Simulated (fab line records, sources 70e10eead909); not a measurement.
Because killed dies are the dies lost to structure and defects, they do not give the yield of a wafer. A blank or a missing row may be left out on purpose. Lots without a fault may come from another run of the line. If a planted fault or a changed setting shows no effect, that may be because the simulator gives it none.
Which tool was responsible? ; flow nand harc ; 13 lots, 39 wafers sampled, at 5 steps of a route of 1159

## WHAT EACH GAUGE READ, for each wafer
NHARC_END_SORT_01. Usual: defect limited yield 95.7 %, standard deviation 1.2; killed at array 25, standard deviation 7.8; killed at other 0.6, standard deviation 0.81; killed at periphery 3.3, standard deviation 2.2; killed dies 29, standard deviation 8.2; killed open 3.5, standard deviation 1.9; killed short 1.8, standard deviation 1.3; sort_bin_2_pct 1.3 %, standard deviation 0.5; sort_bin_3_pct 0.23 %, standard deviation 0.21; sort_bin_4_pct 2.8 %, standard deviation 0.9; sort n pass 648, standard deviation 8.2; sort rim yield pct 94.3 %, standard deviation 2.8; sort yield pct 95.7 %, standard deviation 1.2.
lot;measured;on;defect limited yield (%);killed at array;killed at other;killed at periphery;killed dies;killed open;killed short;sort_bin_2_pct (%);sort_bin_3_pct (%);sort_bin_4_pct (%);sort n pass;sort rim yield pct (%);sort yield pct (%);flag
L611;day 19 03:14;prober-02;96.2 96.2 95.9;22 23 24;0 0 0;4 3 4;26 26 28;2 4 4;0 1 2;1.0 0.9 1.3;0.30 0.15 0.15;2.5 2.8 2.7;651 651 649;95.3 100.0 93.4;96.2 96.2 95.9;
L613;day 19 21:58;prober-02;95.9 97.0 95.4;20 15 26;0 0 0;8 5 5;28 20 31;1 1 3;0 2 2;1.3 1.2 0.7;0.15 0.15 0.15;2.7 1.6 3.7;649 657 646;93.4 95.3 98.1;95.9 97.0 95.4;
L612;day 19 14:13;prober-01;94.7 95.1 95.1;34 28 33;1 0 0;1 5 0;36 33 33;5 3 4;2 2 1;1.6 1.3 1.6;0.59 0.30 0;3.1 3.2 3.2;641 644 644;91.5 91.5 94.3;94.7 95.1 95.1;
L617;day 20 22:55;prober-01;94.8 96.3 93.8;32 21 36;0 0 0;3 4 6;35 25 42;3 3 8;0 4 4;0.7 1.3 2.4;0.59 0 0.15;3.8 2.4 3.7;642 652 635;93.4 93.4 91.5;94.8 96.3 93.8;
L620;day 21 18:49;prober-02;95.6 96.0 94.8;26 23 31;1 2 1;3 2 3;30 27 35;5 3 8;2 0 1;1.3 1.0 1.6;0 0 0.44;3.1 3.0 3.1;647 650 642;92.5 92.5 91.5;95.6 96.0 94.8;
L624;day 21 22:44;prober-01;96.6 96.3 96.2;17 18 26;1 0 0;5 7 0;23 25 26;8 3 3;2 2 1;0.9 1.0 1.0;0.15 0.59 0.44;2.4 2.1 2.4;654 652 651;92.5 95.3 92.5;96.6 96.3 96.2;
L627;day 23 19:43;prober-01;95.1 95.3 93.8;29 27 40;1 1 1;3 4 1;33 32 42;6 5 1;0 4 0;1.3 2.1 2.1;0.15 0.44 0.15;3.4 2.2 4.0;644 645 635;91.5 96.2 93.4;95.1 95.3 93.8;
L629;day 23 13:16;prober-02;96.5 96.5 96.5;21 22 23;1 0 0;2 2 1;24 24 24;4 3 3;1 1 2;1.6 1.2 1.2;0 0.30 0.15;1.9 2.1 2.2;653 653 653;90.6 94.3 89.6;96.5 96.5 96.5;
L632;day 24 05:01;prober-01;95.4 97.2 96.5;28 18 21;0 1 0;3 0 3;31 19 24;2 2 6;2 2 1;1.8 1.0 1.0;0.30 0 0.44;2.5 1.8 2.1;646 658 653;99.1 97.2 97.2;95.4 97.2 96.5;
L631;day 24 05:48;prober-02;94.8 95.4 95.9;31 26 26;1 0 0;3 5 2;35 31 28;2 4 2;5 1 2;1.5 1.2 1.8;0.30 0.15 0.30;3.4 3.2 2.1;642 646 649;95.3 90.6 91.5;94.8 95.4 95.9;
L630;day 24 14:41;prober-01;96.8 94.7 96.2;21 31 20;0 1 0;1 4 6;22 36 26;1 9 7;1 6 2;1.5 0.7 0.7;0 0.30 0.59;1.8 4.3 2.5;655 641 651;93.4 91.5 90.6;96.8 94.7 96.2;
L634;day 25 00:04;prober-01;95.3 94.4 95.7;25 31 22;0 0 0;7 7 7;32 38 29;4 3 2;0 2 2;1.5 1.3 1.2;0.30 0.30 0.30;3.0 4.0 2.8;645 639 648;91.5 98.1 95.3;95.3 94.4 95.7;
L633;day 24 22:31;prober-02;95.1 93.8 93.4;31 40 40;0 1 0;2 1 5;33 42 45;4 1 8;1 3 1;1.3 2.2 1.8;0.44 0.15 0.15;3.1 3.8 4.7;644 635 632;97.2 98.1 95.3;95.1 93.8 93.4;

## EACH LOT AND THE TOOL THAT RAN IT (in order: tool; ch and the chambers of the sampled wafers; start)
lot;NHARC_THIN_TSV_DEGAS_49;NHARC_THIN_TSV_PRE_CLEAN_50;NHARC_THIN_TSV_PRE_CLEAN_54;NHARC_THIN_TSV_ETCH_36
L611;pvd sputter-03, day 18 11:32;pvd sputter-03, day 18 13:38 or earlier;pvd sputter-02, day 18 13:38;rie metal-03 ch 0,1, day 18 15:15
L613;pvd sputter-03, day 19 02:13;pvd sputter-03, day 19 04:19 or earlier;pvd sputter-01, day 19 04:19;rie metal-03 ch 0,1, day 19 05:47
L612;pvd sputter-03, day 19 03:26;pvd sputter-03, day 19 05:35 or earlier;pvd sputter-02, day 19 05:35;rie metal-02 ch 0,1, day 19 07:04
L617;pvd sputter-02, day 20 10:42;pvd sputter-02, day 20 12:49 or earlier;pvd sputter-01, day 20 12:49;rie metal-02 ch 0,1, day 20 14:17
L620;pvd sputter-02, day 21 00:33;pvd sputter-02, day 21 02:39 or earlier;pvd sputter-01, day 21 02:39;rie metal-02 ch 0,1, day 21 04:14
L624;pvd sputter-03, day 21 10:50;pvd sputter-03, day 21 12:54 or earlier;pvd sputter-02, day 21 12:54;rie metal-01 ch 0,1, day 21 14:31
L627;pvd sputter-01, day 23 01:28;pvd sputter-01, day 23 03:32 or earlier;pvd sputter-01, day 23 03:32;rie metal-03 ch 0,1, day 23 05:02
L629;pvd sputter-01, day 23 02:33;pvd sputter-01, day 23 04:35 or earlier;pvd sputter-01, day 23 04:35;rie metal-01 ch 0, day 23 06:14
L632;pvd sputter-03, day 23 17:03;pvd sputter-03, day 23 19:08 or earlier;pvd sputter-01, day 23 19:08;rie metal-02 ch 0,1, day 23 20:37
L631;pvd sputter-01, day 23 18:28;pvd sputter-01, day 23 20:34 or earlier;pvd sputter-02, day 23 20:34;rie metal-03 ch 0,1, day 23 22:10
L630;pvd sputter-02, day 24 02:36;pvd sputter-02, day 24 04:43 or earlier;pvd sputter-01, day 24 04:43;rie metal-02 ch 0,1, day 24 06:18
L634;pvd sputter-03, day 24 10:38;pvd sputter-03, day 24 12:43 or earlier;pvd sputter-03, day 24 12:43;rie metal-03 ch 0,1, day 24 14:13
L633;pvd sputter-01, day 24 11:43;pvd sputter-01, day 24 13:47 or earlier;pvd sputter-03, day 24 13:47;rie metal-01 ch 0,1, day 24 15:25
- NHARC_THIN_TSV_DEGAS_49: time 120 s.
- NHARC_THIN_TSV_PRE_CLEAN_50: time 30 s.
- NHARC_THIN_TSV_PRE_CLEAN_54: time 30 s.
- NHARC_THIN_TSV_ETCH_36: etches the open film in Cl2/BCl3, target depth 65 nm, time 18.571 s.

## AS READ BY THE TOOLS THEMSELVES (means over the sampled wafers that have a number; for cases with no such wafer, the mark the record gives instead)
NHARC_THIN_TSV_DEGAS_49. Usual: 471 W for heater power w, sd 43.
lot;tool;heater power w (W);flag
L611;pvd sputter-03;506;
L613;pvd sputter-03;490;
L612;pvd sputter-03;520;
L617;pvd sputter-02;498;
L620;pvd sputter-02;492;
L624;pvd sputter-03;500;
L627;pvd sputter-01;436;
L629;pvd sputter-01;460;
L632;pvd sputter-03;514;
L631;pvd sputter-01;455;
L630;pvd sputter-02;474;
L634;pvd sputter-03;493;
L633;pvd sputter-01;446;

NHARC_THIN_TSV_PRE_CLEAN_50. Usual: 414 W for heater power w, sd 39.
lot;tool;heater power w (W);flag
L611;pvd sputter-03;423;
L613;pvd sputter-03;437;
L612;pvd sputter-03;452;
L617;pvd sputter-02;436;
L620;pvd sputter-02;420;
L624;pvd sputter-03;448;
L627;pvd sputter-01;395;
L629;pvd sputter-01;362;
L632;pvd sputter-03;456;
L631;pvd sputter-01;372;
L630;pvd sputter-02;425;
L634;pvd sputter-03;447;
L633;pvd sputter-01;359;

NHARC_THIN_TSV_PRE_CLEAN_54. Usual: 411 W for heater power w, sd 38.
lot;tool;heater power w (W);flag
L611;pvd sputter-02;384;
L613;pvd sputter-01;368;
L612;pvd sputter-02;399;
L617;pvd sputter-01;399;
L620;pvd sputter-01;390;
L624;pvd sputter-02;431;
L627;pvd sputter-01;380;
L629;pvd sputter-01;361;
L632;pvd sputter-01;394;
L631;pvd sputter-02;413;
L630;pvd sputter-01;396;
L634;pvd sputter-03;460;
L633;pvd sputter-03;442;

NHARC_THIN_TSV_ETCH_36. Usual: drypump motor current A 5.3 A, standard deviation 0.43; oes product au 1.000 a.u., standard deviation 0.014.
lot;tool;drypump motor current A (A);oes product au (a.u.);flag
L611;rie metal-03;5.6;0.981;
L613;rie metal-03;5.6;0.979;
L612;rie metal-02;5.2;1.019;
L617;rie metal-02;5.2;1.003;
L620;rie metal-02;5.2;1.008;
L624;rie metal-01;5.6;1.003;
L627;rie metal-03;5.6;1.000;
L629;rie metal-01;5.8;0.990;
L632;rie metal-02;5.2;1.000;
L631;rie metal-03;5.5;0.997;
L630;rie metal-02;5.2;1.007;
L634;rie metal-03;5.5;0.991;
L633;rie metal-01;5.3;1.002;

## THE ANSWER, worked out from the rows above alone
Rule: take the mean of a lot's wafers that have a number; if it is more than 3 standard deviations from the usual mean, the lot is off. Also off: a lot with no number at a reading for which 4 or more lots have one. The other lots that the step has rows for count as sound. First the gauges in route order, then the tools' own readings, where a lot's mean is used as printed above. The first step at which some lot is off is used, and at that step the reading that is off furthest; a lot without a number counts as furthest.
Nothing can be told from this: no lot is off at any reading shown.

## WHAT THE SIMULATOR PUT IN
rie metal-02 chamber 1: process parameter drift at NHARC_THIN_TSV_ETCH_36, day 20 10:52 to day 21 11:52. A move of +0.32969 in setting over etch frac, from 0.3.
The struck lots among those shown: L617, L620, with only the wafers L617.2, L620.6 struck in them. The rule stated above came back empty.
